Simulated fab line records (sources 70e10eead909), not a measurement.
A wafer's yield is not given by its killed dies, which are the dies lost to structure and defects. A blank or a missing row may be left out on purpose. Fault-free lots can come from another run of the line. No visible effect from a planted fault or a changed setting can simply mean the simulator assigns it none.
A struck lot beside a sound one / flow nand-harc / 14 out of 1302 route steps
Sound: these wafers, L953.2, L953.3, L953.4. The struck wafers were L964.1, L964.3, L964.4. The cause comes at the end.
Order at every step that has rows: each side's tool, ch and its chambers, its first start. Under that, the readings that differ: sound wafers / struck wafers / difference of the means / sigmas: that difference in standard deviations of wafers without a fault.
alike: words and numbers the same on both sides, and readings whose means are apart by under 2 such deviations; not compared: readings that were withheld, readings missing a value for some wafer, numbers with overlapping values and no deviation given by the record, and bounds like >300 which may hide the same value.
A row with sigmas, a row that says differs or no value, or rows on one side alone: a step with any of these is where the two part. Non-overlapping numbers with no deviation appear without sigmas and do not part them. A reading missing from all wafers of one side parts the sides only when that side holds two or more wafers.

NHARC_A_M0_PRE_CLEAN_29: time 30 s.
  sound on pvd-sputter-03; struck on pvd-sputter-01
  alike: heater-power-w
NHARC_A_M0_PVD_20: deposits TaN, target thk 5 nm, time 8.06 s.
  sound on pvd-sputter-03; struck on pvd-sputter-01
  alike: throttle-valve-pct
then, 2 steps without rows for these wafers: NHARC_A_M0_PVD_21 (deposits Cu, target thk 30 nm, time 20.49 s); NHARC_A_M0_ECD_22 (material Cu, target thk 400 nm).
NHARC_A_M0_ANNEAL_30: time 90 s.
  sound on rtp-anneal-02 ch 0, day 25 08:31; struck on rtp-anneal-01 ch 0, day 30 12:43
  alike: wafer_temp_C_max
then, 1 step without rows for these wafers: NHARC_A_M0_CMP_23 (polishes, t overpolish 20 s, target thk 113.75 nm).
NHARC_A_M0_THK_MEAS_24: measures by xrf.
  sound: film-metro-01 at day 25 09:08; struck: film-metro-01 at day 30 13:22
  alike: thk-nm
after that, 1 step had no rows for these wafers: NHARC_A_M0_SRD_25.
NHARC_A_M0_INSPECT_27:
  sound: defect-inspect-02 at day 25 09:17; struck: defect-inspect-01 at day 30 13:31
  alike: raw-defect-count
NHARC_A_M0_PRE_CLEAN_31: time 12 s.
  sound on pecvd-03 ch 1,2, day 25 09:22; struck on pecvd-04 ch 0,1,2, day 30 13:35
  alike: heater-power-outer-w, heater-power-w
NHARC_A_M0_DEP_32: deposits SiCN, target thk 30 nm.
  sound on pecvd-03 ch 1,2, day 25 09:28; struck on pecvd-04 ch 0,1,2, day 30 13:40
  alike: heater-power-outer-w, heater-power-w, rf-fwd-power-W
NHARC_A_M1_DEP_00: deposits SiOC, target thk 182.5 nm.
  sound on pecvd-04 ch 1,2, day 25 10:15; struck on pecvd-03 ch 0,1,2, day 30 14:08
reading=rf-fwd-power-W (W); sound=596.9 599.8 597.5; struck=694.7 693.5 692.5; difference=+95.5; sigmas=+53
then, 1 step without rows for these wafers: NHARC_A_M1_DEHYDRATE_01 (time 120 s).
NHARC_END_SORT_01:
  the record has rows for the sound wafers here (prober-02 ch 0, day 27 01:16) and none for the struck ones

WHERE THEY PART
Earliest at NHARC_A_M1_DEP_00; latest, in this record, at NHARC_END_SORT_01.

WHY: what the simulator had put in
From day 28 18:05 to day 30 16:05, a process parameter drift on pecvd-03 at NHARC_A_M1_DEP_00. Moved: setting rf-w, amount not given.
